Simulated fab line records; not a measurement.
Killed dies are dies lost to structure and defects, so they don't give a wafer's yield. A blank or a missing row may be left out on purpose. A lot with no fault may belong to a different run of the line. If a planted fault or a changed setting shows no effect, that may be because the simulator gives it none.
fab line records + flow n5Finfet
record
- lots=5
- wafers=15
- lastDay=16
route steps=1938 shown FIN_CUT@161 BEOL_M4@1111 PASSIVATION@1936
lots with no fault: from the same line, run without faults
startH: hours from the record's opening day to when the first of the lot's shown wafers began + waitH: hours elapsed since this lot's preceding step + " the same as in the row above + L1.1+2: one row covering several wafers at once + - value missing, or start not given + * or withheld: withheld + < > ~ a bound
route shown NAME@n: names a module that has steps shown in the file, with the first one's number in the route + usual: the fault-free wafers' mean and standard deviation + same: alike in all rows + chamber/n: place in a boat + sites: per-site readings + _std_site: the standard deviation of these + _edge_site: inner sites' mean taken away from outer sites' mean + radiusMm: for every site, how far away it sits from the centre of the wafer + mask NAME#n: copy n + behind: the tool/chamber that last shaped the wafer + hold: why the lot went on hold/how many hours it stayed there/how the hold came to an end + device: the n, p or np transistor that did not switch + end of line: tests of these same wafers at the route's end + a step without rows: its recipe alone + killed: at the first sort, the dies lost to defects and structure; wafer yield is something else + map: shows each die of a wafer: x if killed, . if not, _ if none is there
set.NAME: the setting the step ran with; set.NAME@STEP: the setting that earlier step ran with + model.NAME: the simulator's own value behind a step, which no gauge read
lots at some steps of the route; a table a step, a row a wafer
services: when a tool's chamber went out of use (startH, in hours from the record's first day, below 0 if earlier), for how many hours, and the reason
## steps
# step N5_FIN_CUT_PEB_06
# recipe
- pebTempC=100
- pebTimeS=60
- resist=CAR-EUV
# step N5_FIN_CUT_DEVELOP_07
# recipe
- developTimeS=30
- developer=TMAH
- resist=CAR-EUV
- rinseLiquid=surfactantRinse
- dry=airSpin
- devTempC=23
# step N5_FIN_CUT_DESCUM_13
# recipe
- chemistry=O2
- timeS=7
- sourcePowerW=50
- biasPowerW=20
- pressureMtorr=20
- rfFrequencyHz=2.712e+07
- tempC=40
- resist=CAR-EUV
- o2FlowSccm=225
# step N5_FIN_CUT_ETCH_30
# recipe
- chemistry=N2/H2
- target=underlayer
- targetDepthA=130
- maskMaterial=CAR-EUV
- timeS=10.4
- ionEnergyEv=200
- pressureMtorr=30
- sourceW=840
- biasW=150
- n2FlowSccm=200
- h2FlowSccm=200
- ends=cleared
# step N5_FIN_CUT_ETCH_20
# recipe
- chemistry=CF4
- target=SiARC
- targetDepthA=260
- maskMaterial=CAR-EUV
- timeS=43.3
- ionEnergyEv=80
- pressureMtorr=40
- sourceW=545
- biasW=36
- Ar_flow_sccm=100
- cf4FlowSccm=100
- ends=cleared
# step N5_FIN_CUT_ETCH_21
# recipe
- chemistry=N2/H2
- target=SOC
- targetDepthA=2190
- overetchA=438
- maskMaterial=SiARC
- tempC=40
- ionEnergyEv=100
- biasW=61
- timeS=523.5
- pressureMtorr=30
- sourceW=850
- n2FlowSccm=200
- h2FlowSccm=200
# step N5_FIN_CUT_STRIP_23
# recipe
- chemistry=N2/H2
- tempC=40
- n2FlowSccm=200
- h2FlowSccm=200
- rfFrequencyHz=6e+07
# step N5_FIN_CUT_STRIP_31
# recipe
- chemistry=N2/H2
- tempC=40
- n2FlowSccm=200
- h2FlowSccm=200
- rfFrequencyHz=6e+07
# step N5_FIN_CUT_STRIP_24
# recipe
- chemistry=CF4
- resist=SiARC
- powerW=300
- biasPowerW=75
- pressureMtorr=50
- cf4FlowSccm=150
- rfFrequencyHz=6e+07
# step N5_FIN_CUT_CUT_ETCH_26
# recipe
- chemistry=CH3F/O2
- target=SiNx
- targetDepthA=390
- maskMaterial=SOC
- timeS=55.7
- pressureMtorr=30
- sourceW=395
- biasW=73
- Ar_flow_sccm=150
- CH3F_flow_sccm=30
- O2_flow_sccm=20
- ionEnergyEv=120
# usual
- CH3F_flow_sccm=30.01/0.094
- O2_flow_sccm=20.00/0.06
- drypumpMotorCurrentA=5.6/0.5
- oesProductAu=0.76/0.088
- rfVppV=294/5
- showerheadPlenumPTorr=1.99/0.068
- throttleValvePct=16.26/0.24
| lot.wafer | tool       | chamber | startH | waitH | CH3F_flow_sccm | O2_flow_sccm | drypumpMotorCurrentA | oesProductAu | rfHoursCounterH | rfVppV | showerheadPlenumPTorr | throttleValvePct | model.SOC_of_FIN_CUT_COAT_18.thkNm |
|-----------|------------|---------|--------|-------|----------------|--------------|----------------------|--------------|-----------------|--------|-----------------------|------------------|------------------------------------|
| L444.2    | rieDiel-04 | 3       | 76.82  | 0.0   | 29.99          | 20.02        | 6.1                  | 0.81         | 94              | 287    | 1.93                  | 16.26            | 211.2                              |
| L444.3    | "          | 2       | "      | "     | 29.93          | 20.07        | 6.3                  | 0.73         | 186             | 289    | 1.98                  | 16.53            | 211.6                              |
| L444.5    | "          | 1       | "      | "     | 30.04          | 20.00        | 5.0                  | 0.75         | -               | 287    | 1.92                  | 16.31            | 211.8                              |
| L445.3    | rieDiel-05 | 3       | 83.96  | 0.0   | -              | -            | -                    | -            | -               | -      | -                     | -                | 230.4                              |
| L445.4    | "          | 0       | "      | "     | -              | -            | -                    | -            | -               | -      | -                     | -                | 230.6                              |
| L445.6    | "          | 3       | "      | "     | -              | -            | -                    | -            | -               | -      | -                     | -                | 230.8                              |
| L446.3    | rieDiel-03 | 2       | 91.08  | 0.0   | -              | -            | -                    | -            | -               | -      | -                     | -                | 230                                |
| L446.5    | "          | 1       | "      | "     | -              | -            | -                    | -            | -               | -      | -                     | -                | 230.6                              |
| L446.6    | "          | 0       | "      | "     | -              | -            | -                    | -            | -               | -      | -                     | -                | 230.4                              |
| L447.1    | rieDiel-04 | 1       | 97.16  | 0.0   | -              | -            | -                    | -            | -               | -      | -                     | -                | 230.2                              |
| L447.3    | "          | 0       | "      | "     | -              | -            | -                    | -            | -               | -      | -                     | -                | 229.4                              |
| L447.4    | "          | 2       | "      | "     | -              | -            | -                    | -            | -               | -      | -                     | -                | 229.8                              |
| L453.2    | rieDiel-04 | 1       | 133.10 | 0.0   | 29.88          | 19.95        | 5.0                  | 0.75         | 153             | 287    | 1.92                  | 16.35            | 212.2                              |
| L453.3    | "          | 0       | "      | "     | 30.00          | 19.99        | 5.1                  | 0.73         | 194             | 302    | 1.90                  | 16.23            | 212.2                              |
| L453.6    | "          | 0       | "      | "     | 29.95          | 19.92        | 5.1                  | 0.72         | -               | 302    | 1.90                  | 16.23            | 212.2                              |
# step N5_FIN_CUT_CUT_ETCH_27
# recipe
- chemistry=CHF3/O2
- target=SiO2
- targetDepthA=40
- maskMaterial=SOC
- overetchA=20
- timeS=4.9
- pressureMtorr=30
- sourceW=650
- biasW=170
- Ar_flow_sccm=200
- CHF3_flow_sccm=50
- O2_flow_sccm=5
- ionEnergyEv=200
# step N5_FIN_CUT_PRECLEAN_35
# recipe
- timeS=13.3
- tempC=45
- pressureTorr=125
- pHfTorr=3
- pCoreactantTorr=25
- chemistry=vHF
# step N5_FIN_CUT_CUT_ETCH_15
# recipe
- chemistry=HBr/Cl2/O2
- target=Si
- targetDepthA=1000
- btTimeS=10
- maskMaterial=SOC
- timeS=42.4
- ionEnergyEv=*
- biasW=*
- pressureMtorr=10
- icpW=800
- HBr_flow_sccm=150
- Cl2_flow_sccm=80
- O2_flow_sccm=12
# step N5_FIN_CUT_CUT_ETCH_28
# recipe
- chemistry=HBr/Cl2/O2
- target=Si
- targetDepthA=60
- maskMaterial=SOC
- timeS=2.4
- ionEnergyEv=*
- biasW=*
- pressureMtorr=10
- icpW=800
- HBr_flow_sccm=150
- Cl2_flow_sccm=80
- O2_flow_sccm=12
# usual
- HBr_flow_sccm=150.0/0.47
- O2_flow_sccm=12.00/0.038
- drypumpMotorCurrentA=5.9/0.43
- heBacksideLeakSccm=3.0/0.4
- oesProductAu=0.999/0.015
- throttleValvePct=37.1/0.37
| lot.wafer | tool     | chamber | startH | waitH | HBr_flow_sccm | O2_flow_sccm | drypumpMotorCurrentA | heBacksideLeakSccm | oesProductAu | rfHoursCounterH | throttleValvePct | model.SOC_of_FIN_CUT_COAT_18.thkNm |
|-----------|----------|---------|--------|-------|---------------|--------------|----------------------|--------------------|--------------|-----------------|------------------|------------------------------------|
| L444.2    | rieSi-01 | 2       | 77.07  | 0.0   | 149.9         | 12.00        | 5.5                  | 2.4                | 0.985        | 56              | 36.6             | 167.4                              |
| L444.3    | "        | 3       | "      | "     | 149.7         | 12.00        | 5.7                  | 2.7                | 0.984        | 160             | 37.5             | 169                                |
| L444.5    | "        | 0       | "      | "     | 149.9         | 12.00        | 6.7                  | 3.0                | 1.007        | -               | 37.2             | 168.4                              |
| L445.3    | rieSi-06 | 0       | 85.12  | 0.0   | 150.1         | 12.04        | 6.1                  | 2.4                | 1.006        | 75              | 36.7             | 187.6                              |
| L445.4    | "        | 3       | "      | "     | 149.5         | 12.00        | 5.3                  | 2.6                | 0.986        | 4               | 37.0             | 186.6                              |
| L445.6    | "        | 2       | "      | "     | 150.1         | 12.01        | 5.6                  | 3.3                | 0.992        | -               | 37.3             | 188                                |
| L446.3    | rieSi-05 | 3       | 91.33  | 0.0   | 150.2         | 12.03        | 5.7                  | 3.4                | 0.989        | 185             | 37.0             | 188                                |
| L446.5    | "        | 2       | "      | "     | 150.9         | 12.00        | 6.4                  | 3.1                | 0.987        | -               | 37.8             | 187.4                              |
| L446.6    | "        | 1       | "      | "     | 149.5         | 12.02        | 5.9                  | 3.1                | 1.022        | -               | 36.6             | 187                                |
| L447.1    | rieSi-01 | 3       | 97.42  | 0.0   | 149.6         | 12.02        | 5.7                  | 2.6                | 0.988        | 161             | 37.5             | 188                                |
| L447.3    | "        | 2       | "      | "     | 149.7         | 11.99        | 5.5                  | 2.7                | 0.980        | 56              | 36.6             | 186                                |
| L447.4    | "        | 0       | "      | "     | 150.1         | 12.05        | 6.8                  | 2.9                | 1.007        | 131             | 37.2             | 187.2                              |
| L453.2    | rieSi-05 | 0       | 133.35 | 0.0   | 149.6         | 12.00        | 5.8                  | 2.8                | 1.007        | 23              | 36.9             | 168.8                              |
| L453.3    | "        | 3       | "      | "     | 149.6         | 12.02        | 5.7                  | 3.3                | 0.981        | 186             | 37.0             | 169.4                              |
| L453.6    | "        | 1       | "      | "     | 150.3         | 12.01        | 5.8                  | 3.2                | 1.023        | -               | 36.6             | 168.6                              |
# step N5_FIN_CUT_STRIP_22
# recipe
- chemistry=N2/H2
- powerW=500
- tempC=40
- pressureMtorr=50
- rfFrequencyHz=6e+07
- overashFraction=0.3
- biasPowerW=8
- h2Frac=0.5
- n2FlowSccm=300
- h2FlowSccm=300
# step N5_BEOL_M4_RC_MEAS_101
# usual
- DIBL_N=36.1/1.5
- DIBL_P=36.1/1.9
- IOFF_N=0.159/0.029
- IOFF_P=0.21/0.038
- ION_N=675/11
- ION_P=464/8.1
- SS_N=71.5/0.57
- SS_P=73.3/0.64
- VT_N=249/3.1
- VT_P=-250/3.8
| lot.wafer | tool      | chamber | startH | waitH | DIBL_N[mV/V] | DIBL_P[mV/V] | IOFF_N[nA/um] | IOFF_P[nA/um] | ION_N[uA/um] | ION_P[uA/um] | SS_N[mV/dec] | SS_P[mV/dec] | VT_N[mV] | VT_P[mV] |
|-----------|-----------|---------|--------|-------|--------------|--------------|---------------|---------------|--------------|--------------|--------------|--------------|----------|----------|
| L444.2    | prober-02 | 0       | 219.24 | 0.2   | 35.0         | 34.7         | 0.118         | 0.18          | 663          | 461          | 71.4         | 72.0         | 255      | -255     |
| L444.3    | "         | 0       | "      | "     | 35.2         | 35.0         | 0.128         | 0.19          | 659          | 454          | 71.9         | 72.3         | 252      | -250     |
| L444.5    | "         | 0       | "      | "     | 34.5         | 34.3         | 0.118         | 0.18          | 666          | 462          | 71.0         | 72.7         | 254      | -254     |
| L453.2    | prober-01 | 0       | 269.68 | 0.2   | 38.5         | 38.9         | 0.187         | 0.21          | 665          | 456          | 72.4         | 73.6         | 249      | -254     |
| L453.3    | "         | 0       | "      | "     | 36.2         | 37.3         | 0.151         | 0.18          | 662          | 446          | 71.6         | 72.8         | 254      | -256     |
| L453.6    | "         | 0       | "      | "     | 37.5         | 38.5         | 0.180         | 0.20          | 678          | 460          | 72.7         | 73.3         | 248      | -253     |
# step N5_PASSIVATION_PROBE_49
# usual
- defectLimitedYield=91.5/1.6
- killed_at_M0_to_M3=33/10
- killed_at_M4_up=13/5.6
- killedAtContacts=13/6
- killedAtFrontEnd=39/12
- killedAtOther=3.0/2.8
- killedDies=101/19
- killedOnRim=13/4
- killedOpen=65/13
- killedShort=32/8.3
- sort_bin_5_function=5.0/1
- sort_bin_6_memory=3.1/0.69
- sortNPass=1079/19
- sortYieldPct=91.5/1.6
# same
- grossDies=1180
- killedAtBackSide=0
- sort_bin_4_leakage[%]=0
- sort_bin_8_speed[%]=0
| lot.wafer | tool      | chamber | startH | waitH | defectLimitedYield[%] | killed_at_M0_to_M3 | killed_at_M4_up | killedAtContacts | killedAtFrontEnd | killedAtOther | killedDies | killedOnRim | killedOpen | killedShort | sort_bin_5_function[%] | sort_bin_6_memory[%] | sortNPass | sortYieldPct[%] |
|-----------|-----------|---------|--------|-------|-----------------------|--------------------|-----------------|------------------|------------------|---------------|------------|-------------|------------|-------------|------------------------|----------------------|-----------|-----------------|
| L445.3    | prober-02 | -       | 323.71 | 0.1   | 0                     | 29                 | 21              | 19               | 1110             | 1             | 1180       | 152         | 70         | 30          | 97.7                   | 2.0                  | 0         | 0               |
| L445.4    | prober-02 | -       | 323.76 | 0.2   | 0                     | 46                 | 5               | 25               | 1100             | 4             | 1180       | 152         | 80         | 40          | 96.4                   | 3.0                  | 0         | 0               |
| L445.6    | prober-02 | -       | 323.86 | 0.3   | 0                     | 23                 | 13              | 30               | 1114             | 0             | 1180       | 152         | 72         | 35          | 96.8                   | 2.9                  | 0         | 0               |
| L446.3    | prober-01 | -       | 327.29 | 0.1   | 0                     | 22                 | 16              | 10               | 1132             | 0             | 1180       | 152         | 57         | 32          | 97.4                   | 2.4                  | 0         | 0               |
| L446.5    | prober-01 | -       | 327.39 | 0.2   | 0                     | 26                 | 8               | 10               | 1134             | 2             | 1180       | 152         | 60         | 31          | 96.9                   | 2.8                  | 0         | 0               |
| L446.6    | prober-01 | -       | 327.44 | 0.3   | 0                     | 25                 | 15              | 14               | 1125             | 1             | 1180       | 152         | 71         | 41          | 95.5                   | 3.9                  | 0         | 0               |
| L447.1    | prober-02 | -       | 338.38 | 0.0   | 0                     | 54                 | 13              | 0                | 1109             | 4             | 1180       | 152         | 83         | 28          | 95.8                   | 3.7                  | 0         | 0               |
| L447.3    | prober-02 | -       | 338.48 | 0.1   | 0                     | 46                 | 11              | 6                | 1117             | 0             | 1180       | 152         | 58         | 30          | 97.0                   | 2.6                  | 0         | 0               |
| L447.4    | prober-02 | -       | 338.53 | 0.2   | 0                     | 46                 | 12              | 4                | 1116             | 2             | 1180       | 152         | 60         | 27          | 97.2                   | 2.6                  | 0         | 0               |
| L453.2    | prober-02 | -       | 389.54 | 0.1   | 93.4                  | 18                 | 15              | 10               | 34               | 1             | 78         | 16          | 47         | 28          | 4.2                    | 2.2                  | 1102      | 93.4            |
| L453.3    | prober-02 | -       | 389.59 | 0.1   | 95.5                  | 23                 | 7               | 3                | 20               | 0             | 53         | 5           | 30         | 23          | 2.7                    | 1.7                  | 1127      | 95.5            |
| L453.6    | prober-02 | -       | 389.74 | 0.3   | 93.6                  | 24                 | 12              | 15               | 24               | 0             | 75         | 8           | 52         | 22          | 3.4                    | 2.8                  | 1105      | 93.6            |
# killed by level:class
L445.3 FIN_CUT:areaEtch=1079 BEOL_M4:geometricParticle:open=15 MOL_CONTACT_COAG:geometricParticle:open=15 BEOL_M0_SAQP:geometricParticle:open=11 FIN_SAQP:geometricParticle:short=9 STI_FIN_REVEAL:geometricParticle:open=7 BEOL_M0_SAQP:geometricParticle:short=6 BEOL_M3:geometricParticle:open=6
L445.4 FIN_CUT:areaEtch=1060 MOL_CONTACT_COAG:geometricParticle:open=23 BEOL_M0_SAQP:geometricParticle:open=10 FIN_SAQP:geometricParticle:short=9 BEOL_M3:geometricParticle:open=9 BEOL_M0_SAQP:geometricParticle:short=7 GATE_CUT:geometricParticle:short=6 STARTING-WAFER:geometricParticle:open=6
L445.6 FIN_CUT:areaEtch=1073 MOL_CONTACT_COAG:geometricParticle:open=22 BEOL_M4:geometricParticle:open=9 DUMMY_GATE:geometricParticle:open=8 MOL_CONTACT_COAG:geometricParticle:short=8 FIN_SAQP:geometricParticle:short=7 FIN_SAQP:geometricParticle:open=6 GATE_CUT:geometricParticle:short=6
L446.3 FIN_CUT:areaEtch=1090 DUMMY_GATE:geometricParticle:open=12 STI_FIN_REVEAL:geometricParticle:open=7 FIN_SAQP:geometricParticle:short=6 MOL_CONTACT_COAG:geometricParticle:open=6 BEOL_M0_SAQP:geometricParticle:short=6 BEOL_M1:geometricParticle:open=6 GATE_CUT:geometricParticle:short=5
L446.5 FIN_CUT:areaEtch=1087 STI_FIN_REVEAL:geometricParticle:open=16 FIN_SAQP:geometricParticle:open=10 FIN_SAQP:geometricParticle:short=6 MOL_CONTACT_COAG:geometricParticle:open=6 BEOL_M3:geometricParticle:open=6 BEOL_M0_SAQP:geometricParticle:short=5 STI_FIN_REVEAL:geometricParticle:short=4
L446.6 FIN_CUT:areaEtch=1066 STI_FIN_REVEAL:geometricParticle:open=18 FIN_SAQP:geometricParticle:short=13 MOL_CONTACT_COAG:geometricParticle:open=11 DUMMY_GATE:geometricParticle:open=7 BEOL_M0_SAQP:geometricParticle:short=7 FIN_SAQP:geometricParticle:open=5 STI_FIN_REVEAL:geometricParticle:short=5
L447.1 FIN_CUT:areaEtch=1067 BEOL_M2:geometricParticle:open=16 BEOL_M0_SAQP:geometricParticle:open=10 BEOL_M1:geometricParticle:open=9 BEOL_M3:geometricParticle:open=9 FIN_SAQP:geometricParticle:open=8 DUMMY_GATE:geometricParticle:open=8 FIN_SAQP:geometricParticle:short=5
L447.3 FIN_CUT:areaEtch=1090 BEOL_M0_SAQP:geometricParticle:open=12 BEOL_M0_SAQP:geometricParticle:short=10 BEOL_M1:geometricParticle:open=8 BEOL_M4:geometricParticle:open=7 FIN_SAQP:geometricParticle:short=6 BEOL_M2:geometricParticle:open=6 GATE_CUT:geometricParticle:short=5
L447.4 FIN_CUT:areaEtch=1092 BEOL_M2:geometricParticle:open=16 BEOL_M3:geometricParticle:open=10 FIN_SAQP:geometricParticle:open=6 BEOL_M2:geometricParticle:short=5 MOL_CONTACT_COAG:geometricParticle:open=4 BEOL_M0_SAQP:geometricParticle:short=4 BEOL_M1:geometricParticle:open=4
L453.2 GATE_CUT:geometricParticle:short=6 MOL_CONTACT_COAG:geometricParticle:open=6 BEOL_M0_SAQP:geometricParticle:open=6 BEOL_M3:geometricParticle:open=6 FIN_CUT:geometricParticle:short=4 FIN_CUT:geometricParticle:open=4 STI_FIN_REVEAL:geometricParticle:open=4 MOL_CONTACT_COAG:geometricParticle:short=4
L453.3 BEOL_M0_SAQP:geometricParticle:short=7 BEOL_M0_SAQP:geometricParticle:open=6 STI_FIN_REVEAL:geometricParticle:open=4 BEOL_M1:geometricParticle:open=4 FIN_SAQP:geometricParticle:short=3 DUMMY_GATE:geometricParticle:open=3 MOL_CONTACT_COAG:geometricParticle:open=3 BEOL_M3:geometricParticle:short=3
L453.6 MOL_CONTACT_COAG:geometricParticle:open=12 BEOL_M3:geometricParticle:open=8 BEOL_M0_SAQP:geometricParticle:open=5 BEOL_M4:geometricParticle:open=4 STI_FIN_REVEAL:geometricParticle:open=3 DUMMY_GATE:geometricParticle:short=3 GATE_CUT:geometricParticle:short=3 MOL_CONTACT_COAG:geometricParticle:short=3
# map L445.3 (x killed, . not)
_________________xxxxxxxxxxxx________________
______________xxxxxxxxxxxxxxxxxx_____________
___________xxxxxxxxxxxxxxxxxxxxxxxx__________
__________xxxxxxxxxxxxxxxxxxxxxxxxxx_________
________xxxxxxxxxxxxxxxxxxxxxxxxxxxxxx_______
_______xxxxxxxxxxxxxxxxxxxxxxxxxxxxxxxx______
______xxxxxxxxxxxxxxxxxxxxxxxxxxxxxxxxxx_____
_____xxxxxxxxxxxxxxxxxxxxxxxxxxxxxxxxxxxx____
____xxxxxxxxxxxxxxxxxxxxxxxxxxxxxxxxxxxxxx___
___xxxxxxxxxxxxxxxxxxxxxxxxxxxxxxxxxxxxxxxx__
___xxxxxxxxxxxxxxxxxxxxxxxxxxxxxxxxxxxxxxxx__
__xxxxxxxxxxxxxxxxxxxxxxxxxxxxxxxxxxxxxxxxxx_
__xxxxxxxxxxxxxxxxxxxxxxxxxxxxxxxxxxxxxxxxxx_
_xxxxxxxxxxxxxxxxxxxxxxxxxxxxxxxxxxxxxxxxxxxx
_xxxxxxxxxxxxxxxxxxxxxxxxxxxxxxxxxxxxxxxxxxxx
_xxxxxxxxxxxxxxxxxxxxxxxxxxxxxxxxxxxxxxxxxxxx
_xxxxxxxxxxxxxxxxxxxxxxxxxxxxxxxxxxxxxxxxxxxx
_xxxxxxxxxxxxxxxxxxxxxxxxxxxxxxxxxxxxxxxxxxxx
_xxxxxxxxxxxxxxxxxxxxxxxxxxxxxxxxxxxxxxxxxxxx
_xxxxxxxxxxxxxxxxxxxxxxxxxxxxxxxxxxxxxxxxxxxx
_xxxxxxxxxxxxxxxxxxxxxxxxxxxxxxxxxxxxxxxxxxxx
__xxxxxxxxxxxxxxxxxxxxxxxxxxxxxxxxxxxxxxxxxx_
__xxxxxxxxxxxxxxxxxxxxxxxxxxxxxxxxxxxxxxxxxx_
___xxxxxxxxxxxxxxxxxxxxxxxxxxxxxxxxxxxxxxxx__
___xxxxxxxxxxxxxxxxxxxxxxxxxxxxxxxxxxxxxxxx__
____xxxxxxxxxxxxxxxxxxxxxxxxxxxxxxxxxxxxxx___
_____xxxxxxxxxxxxxxxxxxxxxxxxxxxxxxxxxxxx____
______xxxxxxxxxxxxxxxxxxxxxxxxxxxxxxxxxx_____
_______xxxxxxxxxxxxxxxxxxxxxxxxxxxxxxxx______
________xxxxxxxxxxxxxxxxxxxxxxxxxxxxxx_______
__________xxxxxxxxxxxxxxxxxxxxxxxxxx_________
___________xxxxxxxxxxxxxxxxxxxxxxxx__________
______________xxxxxxxxxxxxxxxxxx_____________
_________________xxxxxxxxxxxx________________
# map L446.3 (x killed, . not)
_________________xxxxxxxxxxxx________________
______________xxxxxxxxxxxxxxxxxx_____________
___________xxxxxxxxxxxxxxxxxxxxxxxx__________
__________xxxxxxxxxxxxxxxxxxxxxxxxxx_________
________xxxxxxxxxxxxxxxxxxxxxxxxxxxxxx_______
_______xxxxxxxxxxxxxxxxxxxxxxxxxxxxxxxx______
______xxxxxxxxxxxxxxxxxxxxxxxxxxxxxxxxxx_____
_____xxxxxxxxxxxxxxxxxxxxxxxxxxxxxxxxxxxx____
____xxxxxxxxxxxxxxxxxxxxxxxxxxxxxxxxxxxxxx___
___xxxxxxxxxxxxxxxxxxxxxxxxxxxxxxxxxxxxxxxx__
___xxxxxxxxxxxxxxxxxxxxxxxxxxxxxxxxxxxxxxxx__
__xxxxxxxxxxxxxxxxxxxxxxxxxxxxxxxxxxxxxxxxxx_
__xxxxxxxxxxxxxxxxxxxxxxxxxxxxxxxxxxxxxxxxxx_
_xxxxxxxxxxxxxxxxxxxxxxxxxxxxxxxxxxxxxxxxxxxx
_xxxxxxxxxxxxxxxxxxxxxxxxxxxxxxxxxxxxxxxxxxxx
_xxxxxxxxxxxxxxxxxxxxxxxxxxxxxxxxxxxxxxxxxxxx
_xxxxxxxxxxxxxxxxxxxxxxxxxxxxxxxxxxxxxxxxxxxx
_xxxxxxxxxxxxxxxxxxxxxxxxxxxxxxxxxxxxxxxxxxxx
_xxxxxxxxxxxxxxxxxxxxxxxxxxxxxxxxxxxxxxxxxxxx
_xxxxxxxxxxxxxxxxxxxxxxxxxxxxxxxxxxxxxxxxxxxx
_xxxxxxxxxxxxxxxxxxxxxxxxxxxxxxxxxxxxxxxxxxxx
__xxxxxxxxxxxxxxxxxxxxxxxxxxxxxxxxxxxxxxxxxx_
__xxxxxxxxxxxxxxxxxxxxxxxxxxxxxxxxxxxxxxxxxx_
___xxxxxxxxxxxxxxxxxxxxxxxxxxxxxxxxxxxxxxxx__
___xxxxxxxxxxxxxxxxxxxxxxxxxxxxxxxxxxxxxxxx__
____xxxxxxxxxxxxxxxxxxxxxxxxxxxxxxxxxxxxxx___
_____xxxxxxxxxxxxxxxxxxxxxxxxxxxxxxxxxxxx____
______xxxxxxxxxxxxxxxxxxxxxxxxxxxxxxxxxx_____
_______xxxxxxxxxxxxxxxxxxxxxxxxxxxxxxxx______
________xxxxxxxxxxxxxxxxxxxxxxxxxxxxxx_______
__________xxxxxxxxxxxxxxxxxxxxxxxxxx_________
___________xxxxxxxxxxxxxxxxxxxxxxxx__________
______________xxxxxxxxxxxxxxxxxx_____________
_________________xxxxxxxxxxxx________________
## services
| tool       | chamber | startH | hours | kind          |
|------------|---------|--------|-------|---------------|
| rieDiel-04 | 1       | 53.11  | 2.4   | repair        |
| rieSi-01   | 3       | 63.25  | 2.8   | repair        |
| rieSi-01   | 1       | 72.85  | 15.0  | repair        |
| rieSi-06   | 3       | 118.00 | 4.1   | repair        |
| rieSi-06   | 2       | 122.09 | -     | clean         |
| rieSi-06   | 2       | 122.09 | 12.8  | scheduledDown |
| rieSi-06   | 2       | 122.09 | 12.8  | ventCycle     |
## key
firstSign
- step=N5_FIN_CUT_CUT_ETCH_26
- reading=toolRecord
- direction=missing
effect
- step=N5_PASSIVATION_PROBE_49
- reading=killedAtFrontEnd
- direction=up
- sigmas=92
- usual=39
- struck=1117
modelEffect
- step=N5_FIN_CUT_CUT_ETCH_26
- value=SOC_of_FIN_CUT_COAT_18.thkNm
- without=211.6
- struck=230.2
modelEffect
- step=N5_FIN_CUT_CUT_ETCH_28
- value=SOC_of_FIN_CUT_COAT_18.thkNm
- without=168.7
- struck=187.3
moreKillsBornAt
- N5_FIN_CUT_CUT_ETCH_26@rieDiel-04=3249
- N5_FIN_CUT_CUT_ETCH_26@rieDiel-03=3243
- N5_FIN_CUT_CUT_ETCH_26@rieDiel-05=3212
metAt N5_FIN_CUT_CUT_ETCH_26
struckWafers L445.3,L445.4,L445.6,L446.3,L446.5,L446.6,L447.1,L447.3,L447.4
laterRowsLeftOut L445.3,L445.4,L445.6,L446.3,L446.5,L446.6,L447.1,L447.3,L447.4
onsetBetween 76.82 83.96
fault
- kind=skippedStepWhole
- tool=rieDiel-03,rieDiel-04,rieDiel-05
- chamber=-
- onsetH=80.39
- steps=N5_FIN_CUT_CUT_ETCH_26
- scope=struckLotsOnly
# laterRowsLeftOut: the simulator's readings of these wafers behind a module that went badly wrong aren't trusted and aren't shown, but for the sort
